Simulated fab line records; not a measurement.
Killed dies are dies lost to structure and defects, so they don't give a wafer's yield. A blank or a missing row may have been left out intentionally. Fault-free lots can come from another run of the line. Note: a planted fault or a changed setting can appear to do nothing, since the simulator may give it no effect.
fab line records	flow nandHarc
record: lots: 12	wafers: 36	lastDay: 32
route steps=1302 shown P_ZERO_WELL@56 P_STI@89
lots that met no fault: from a run of the same line without faults
startH: hours from the record's opening day to when the first of the lot's shown wafers began	waitH: how many hours have passed since the lot's step before this one	" repeats the value in the row above	L1.1+2: a row that stands for several wafers	- value missing, or start not given	* or withheld: withheld	< > ~ a bound
route shown NAME@n: NAME is a module with steps in the file, n the number in the route of the first one	usual: mean/standard deviation of fault-free wafers	same: alike in all rows	chamber/n: place in a boat	sites: the reading at each site	_std_site: how widely they spread, as a standard deviation	_edge_site: inner sites' mean taken away from outer sites' mean	radiusMm: how far each site lies from the wafer's centre	mask NAME#n: copy n	behind: the tool/chamber that last shaped the wafer	hold: why the lot was held/for how many hours/how that ended	device: transistor that didn't switch, given as n, p or np	end of line: the same wafers' tests at the end of the route	a step without rows: its recipe alone	killed: count of dies lost to structure and defects at first sort (not the wafer's yield)	map: per-die view of a wafer (x killed, . not killed, _ where there is no die)
set.NAME: the setting as run; set.NAME@STEP: as run at that earlier step	model.NAME: the simulator's own value behind a step, which no gauge read
the route's steps for a sample of lots (tables are steps, rows are wafers)
services: from which hour (startH, from the record's first day; less than 0 if before it) a tool's chamber was out of use, for how many hours, and why
== steps ==
step: NHARC_P_ZERO_WELL_EXPOSE_49
recipe: na: 0.6	targetCdNm: 2000	doseMj: 22.64	maskId: P_HVPW
usual: reticleTempC: 22.98/0.11
lot.wafer	tool	chamber	startH	waitH	mask	reticleTempC
L491.1	krfScanner-04	0	25.48	-	P_HVPW#0	22.90
L491.3	"	0	"	"	P_HVPW#0	22.95
L491.5	"	0	"	"	P_HVPW#0	22.87
L492.1	krfScanner-04	0	36.34	-	P_HVPW#0	23.18
L492.3	"	0	"	"	P_HVPW#0	23.12
L492.4	"	0	"	"	P_HVPW#0	23.11
L494.3	krfScanner-02	0	55.62	-	P_HVPW#0	23.03
L494.5	"	0	"	"	P_HVPW#0	23.10
L494.6	"	0	"	"	P_HVPW#0	23.03
L495.3	krfScanner-01	0	65.65	-	P_HVPW#0	23.05
L495.4	"	0	"	"	P_HVPW#0	23.08
L495.6	"	0	"	"	P_HVPW#0	23.07
L497.2	krfScanner-01	0	85.88	-	P_HVPW_R1#0	23.09
L497.4	"	0	"	"	P_HVPW_R1#0	23.20
L497.6	"	0	"	"	P_HVPW_R1#0	23.02
L498.3	krfScanner-01	0	95.84	-	P_HVPW#0	22.83
L498.4	"	0	"	"	P_HVPW#0	22.93
L498.5	"	0	"	"	P_HVPW#0	22.94
L507.2	krfScanner-01	0	188.04	-	P_HVPW#0	22.98
L507.3	"	0	"	"	P_HVPW#0	23.11
L507.6	"	0	"	"	P_HVPW#0	23.00
L508.1	krfScanner-04	0	195.72	-	P_HVPW#0	22.90
L508.4	"	0	"	"	P_HVPW#0	23.01
L508.6	"	0	"	"	P_HVPW#0	22.91
L509.3	krfScanner-02	0	205.77	-	P_HVPW#0	23.05
L509.4	"	0	"	"	P_HVPW#0	23.13
L509.5	"	0	"	"	P_HVPW#0	22.87
L510.2	krfScanner-02	0	216.68	-	P_HVPW#0	23.03
L510.3	"	0	"	"	P_HVPW#0	22.82
L510.4	"	0	"	"	P_HVPW#0	23.00
L511.4	krfScanner-02	0	225.89	-	P_HVPW#0	23.04
L511.5	"	0	"	"	P_HVPW#0	23.08
L511.6	"	0	"	"	P_HVPW#0	23.07
L513.1	krfScanner-01	0	245.67	-	P_HVPW#0	22.96
L513.4	"	0	"	"	P_HVPW#0	23.10
L513.5	"	0	"	"	P_HVPW#0	22.94
step: NHARC_P_ZERO_WELL_CD_MEAS_52
recipe: targetCdNm: 2000	landingEnergyEv: 500
usual: cdNm: 1999.8/1.5
same: landingEnergyEv: 500
lot.wafer	tool	chamber	startH	waitH	cdNm
L491.1	cdSem-02	0	25.63	-	1999.2
L491.3	"	0	"	"	2001.6
L491.5	"	0	"	"	1999.2
L492.1	cdSem-01	0	36.50	-	2000.1
L492.3	"	0	"	"	1999.2
L492.4	"	0	"	"	2001.2
L494.3	cdSem-03	0	55.77	-	2001.4
L494.5	"	0	"	"	2000.5
L494.6	"	0	"	"	1998.8
L495.3	cdSem-01	0	65.79	-	2000.4
L495.4	"	0	"	"	1998.6
L495.6	"	0	"	"	2003.3
L497.2	cdSem-03	0	86.03	-	1899.7
L497.4	"	0	"	"	1902.9
L497.6	"	0	"	"	1902.0
L498.3	cdSem-03	0	95.99	-	2000.1
L498.4	"	0	"	"	2002.5
L498.5	"	0	"	"	2000.0
L507.2	cdSem-02	0	188.19	-	1997.9
L507.3	"	0	"	"	2000.1
L507.6	"	0	"	"	1995.5
L508.1	cdSem-01	0	195.88	-	1996.8
L508.4	"	0	"	"	1999.4
L508.6	"	0	"	"	1999.3
L509.3	cdSem-02	0	205.92	-	2000.8
L509.4	"	0	"	"	2000.3
L509.5	"	0	"	"	2002.3
L510.2	cdSem-03	0	216.83	-	2001.3
L510.3	"	0	"	"	2001.7
L510.4	"	0	"	"	1997.6
L511.4	cdSem-03	0	226.04	-	1999.6
L511.5	"	0	"	"	1998.9
L511.6	"	0	"	"	1998.6
L513.1	cdSem-01	0	245.82	-	2001.6
L513.4	"	0	"	"	1998.2
L513.5	"	0	"	"	1999.1
step: NHARC_P_STI_ETCH_31
recipe: targetDepthA: 1089	timeS: 54.5	cf4FlowSccm: 100	chf3FlowSccm: 30	arFlowSccm: 0	rfW: 500	biasW: 200	chemistry: CF4/CHF3
usual: chf3FlowSccm: 29.99/0.088	drypumpMotorCurrentA: 5.7/0.38	oesProductAu: 0.959/0.018	rfVppV: 370.3/2.5	showerheadPlenumPTorr: 1.57/0.067	throttleValvePct: 16.802/0.0089
lot.wafer	tool	chamber	startH	waitH	chf3FlowSccm	drypumpMotorCurrentA	oesProductAu	rfHoursCounterH	rfVppV	showerheadPlenumPTorr	throttleValvePct
L491.1	rieDiel-09	1	-	-	29.91	5.3	0.963	4.7	371.9	1.60	16.810
L491.3	"	3	"	"	30.08	5.0	0.970	4.0	368.0	1.53	16.806
L491.5	"	1	"	"	29.99	5.3	0.971	-	372.1	1.60	16.791
L492.3	rieDiel-09	3	-	-	29.98	5.1	0.934	4.3	370.1	1.53	16.801
L492.4	"	0	"	"	30.12	5.4	0.957	4.6	367.5	1.48	16.794
L492.1	"	2	"	"	29.94	5.9	0.941	4.5	371.1	1.59	16.799
L494.3	rieDiel-13	0	-	-	29.93	6.5	0.944	3.6	373.2	1.65	16.815
L494.6	"	3	"	"	29.91	5.5	0.931	-	373.9	1.62	16.794
L494.5	"	0	"	"	29.96	6.5	0.943	-	373.3	1.65	16.782
L495.3	rieDiel-13	2	-	-	29.99	6.1	0.951	3.4	366.5	1.48	16.801
L495.4	"	3	"	"	29.98	5.6	0.963	-	370.8	1.62	16.802
L495.6	"	2	"	"	30.08	6.1	0.953	-	367.8	1.48	16.807
L497.2	rieDiel-09	1	-	-	29.95	5.4	0.964	8.1	371.6	1.60	16.793
L497.4	"	0	"	"	30.01	5.3	0.960	-	367.7	1.48	16.791
L497.6	"	1	"	"	30.00	5.3	0.969	-	371.3	1.60	16.812
L498.3	rieDiel-13	3	-	-	30.09	5.5	0.946	5.3	371.4	1.62	16.794
L498.5	"	0	"	"	29.91	6.5	0.958	-	373.0	1.65	16.805
L498.4	"	1	"	"	30.05	5.9	1.012	-	372.8	1.63	16.806
L507.2	rieDiel-13	0	-	-	30.10	6.5	0.957	1.4	372.6	1.65	16.808
L507.3	"	1	"	"	30.10	5.8	0.964	1.7	372.6	1.63	16.809
L507.6	"	2	"	"	30.02	6.1	0.959	-	366.8	1.48	16.819
L508.1	rieDiel-13	2	-	-	30.10	6.1	0.952	2.4	367.0	1.48	16.804
L508.6	"	1	"	"	30.03	5.8	0.952	-	372.2	1.63	16.805
L508.4	"	2	"	"	30.10	6.1	0.954	-	367.9	1.48	16.793
L509.3	rieDiel-13	0	-	-	29.92	6.5	0.929	2.2	372.8	1.65	16.804
L509.4	"	0	"	"	29.95	6.5	0.922	-	374.1	1.65	16.809
L509.5	"	2	"	"	30.08	6.1	0.915	-	366.3	1.48	16.787
L510.4	rieDiel-13	1	-	-	29.89	5.8	0.975	2.6	371.9	1.63	16.788
L510.2	"	3	"	"	29.88	5.5	0.955	2.6	372.1	1.62	16.804
L510.3	"	0	"	"	30.05	6.5	0.988	2.6	372.8	1.65	16.797
L511.4	rieDiel-09	1	-	-	30.07	5.4	0.961	7.0	370.5	1.60	16.808
L511.6	"	0	"	"	29.87	5.3	0.956	-	367.5	1.48	16.779
L511.5	"	1	"	"	30.08	5.4	0.956	-	371.0	1.60	16.812
L513.4	rieDiel-09	2	-	-	30.06	5.9	0.972	9.0	369.5	1.58	16.800
L513.1	"	1	"	"	29.99	5.4	0.985	9.0	371.4	1.60	16.802
L513.5	"	3	"	"	29.88	5.0	0.948	-	370.2	1.53	16.803
step: NHARC_P_STI_OCD_MEAS_17
usual: trenchDepthNm: 305/4.4	trenchFootCdNm: 157.3/2.8
lot.wafer	tool	chamber	startH	waitH	trenchDepthNm	trenchFootCdNm
L491.1	ocd-01	-	45.89	0.1	300	156.3
L491.3	"	-	"	"	297	159.1
L491.5	"	-	"	"	313	156.8
L492.1	ocd-02	-	54.53	0.1	297	159.4
L492.3	"	-	"	"	313	159.7
L492.4	"	-	"	"	298	162.4
L494.3	ocd-02	-	74.83	0.1	309	155.4
L494.5	"	-	"	"	301	157.0
L494.6	"	-	"	"	305	157.2
L495.3	ocd-02	-	84.82	0.1	304	154.5
L495.4	"	-	"	"	296	159.9
L495.6	"	-	"	"	304	155.4
L497.2	ocd-01	-	107.18	0.1	303	157.6
L497.4	"	-	"	"	305	158.7
L497.6	"	-	"	"	301	159.1
L498.3	ocd-01	-	114.45	0.1	305	157.1
L498.4	"	-	"	"	298	161.5
L498.5	"	-	"	"	304	160.0
L507.2	ocd-02	-	207.66	0.1	300	161.6
L507.3	"	-	"	"	304	162.7
L507.6	"	-	"	"	304	158.4
L508.1	ocd-01	-	216.23	0.1	303	157.1
L508.4	"	-	"	"	309	158.0
L508.6	"	-	"	"	301	163.3
L509.3	ocd-02	-	223.96	0.1	303	157.8
L509.4	"	-	"	"	310	158.6
L509.5	"	-	"	"	301	162.3
L510.2	ocd-01	-	237.73	0.1	299	157.1
L510.3	"	-	"	"	306	154.4
L510.4	"	-	"	"	307	154.6
L511.4	ocd-02	-	243.74	0.1	306	160.9
L511.5	"	-	"	"	304	155.9
L511.6	"	-	"	"	314	157.2
L513.1	ocd-02	-	265.20	0.1	307	159.8
L513.4	"	-	"	"	311	156.3
L513.5	"	-	"	"	307	155.8
step: NHARC_P_STI_OCD_MEAS_43
usual: trenchDepthNm: 305/4.4	trenchFootCdNm: 157.3/2.8
lot.wafer	tool	chamber	startH	waitH	trenchDepthNm	trenchFootCdNm
L491.1	ocd-02	-	46.40	-	300	156.2
L491.3	"	-	"	"	297	159.0
L491.5	"	-	"	"	313	156.7
L492.1	ocd-01	-	55.03	-	296	159.3
L492.3	"	-	"	"	314	159.8
L492.4	"	-	"	"	299	161.9
L494.3	ocd-01	-	75.33	-	309	155.2
L494.5	"	-	"	"	301	157.5
L494.6	"	-	"	"	304	157.5
L495.3	ocd-01	-	85.33	-	304	154.7
L495.4	"	-	"	"	296	159.9
L495.6	"	-	"	"	305	155.2
L497.2	ocd-02	-	107.69	-	302	158.1
L497.4	"	-	"	"	305	158.8
L497.6	"	-	"	"	301	158.7
L498.3	ocd-02	-	115.05	-	305	156.9
L498.4	"	-	"	"	299	160.8
L498.5	"	-	"	"	304	160.2
L507.2	ocd-01	-	208.17	-	300	161.6
L507.3	"	-	"	"	304	162.7
L507.6	"	-	"	"	304	158.6
L508.1	ocd-02	-	216.74	-	303	157.1
L508.4	"	-	"	"	309	157.5
L508.6	"	-	"	"	301	163.1
L509.3	ocd-01	-	224.47	-	302	158.4
L509.4	"	-	"	"	310	158.5
L509.5	"	-	"	"	301	161.9
L510.2	ocd-02	-	238.23	-	299	157.0
L510.3	"	-	"	"	306	153.4
L510.4	"	-	"	"	307	154.4
L511.4	ocd-01	-	244.25	-	306	160.8
L511.5	"	-	"	"	303	155.5
L511.6	"	-	"	"	314	157.4
L513.1	ocd-01	-	265.71	-	308	159.6
L513.4	"	-	"	"	311	156.4
L513.5	"	-	"	"	308	155.4
== services ==
tool	chamber	startH	hours	kind
rieDiel-13	-	6.52	1.1	repair
krfScanner-04	-	10.00	4.0	pm
rieDiel-13	0	21.50	-	clean
rieDiel-13	1	21.50	-	clean
rieDiel-13	2	21.50	-	clean
krfScanner-01	-	61.95	0.8	repair
rieDiel-13	1	71.39	13.7	repair
krfScanner-02	-	94.00	4.0	pm
rieDiel-09	3	105.67	6.6	repair
rieDiel-09	1	109.98	3.7	repair
rieDiel-13	2	113.02	9.4	repair
rieDiel-09	3	123.34	12.3	repair
krfScanner-01	-	134.57	0.9	repair
krfScanner-01	-	135.90	6.9	repair
rieDiel-09	3	136.03	16.1	repair
rieDiel-09	-	138.65	0.7	repair
rieDiel-09	-	143.10	9.0	pm
krfScanner-01	-	143.97	4.0	pm
rieDiel-09	-	160.98	0.4	repair
rieDiel-13	-	165.00	9.0	pm
krfScanner-04	-	182.00	4.0	pm
rieDiel-09	0	188.24	18.5	repair
rieDiel-13	3	213.86	12.8	repair
rieDiel-09	1	262.15	1.3	repair
== key ==
firstSign: step: NHARC_P_ZERO_WELL_EXPOSE_49	reading: mask	direction: changed
effect: step: NHARC_P_ZERO_WELL_CD_MEAS_52	reading: cdNm	direction: down	sigmas: 64	usual: 1999.8	struck: 1901.5
metAt NHARC_P_ZERO_WELL_EXPOSE_49
struckLots L497
testerLeftOut L497
notActingAt NHARC_P_STI_ETCH_31,NHARC_P_STI_OCD_MEAS_17,NHARC_P_STI_OCD_MEAS_43
onsetBetween 65.65 85.88
fault: kind: wrongMask	tool: any	chamber: -	onsetH: 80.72	steps: NHARC_P_ZERO_WELL_EXPOSE_49	auxCopy: P_HVPW_R1#0	cdOffsetNm: -99.548	scope: struckLotsOnly
testerLeftOut: of these lots the tester's yield and bins aren't shown, on N5 and GAA mostly nor the transistor test; their killed dies are dies lost to structure and defects alone, not to doping, threshold or leakage, so they don't give the yield
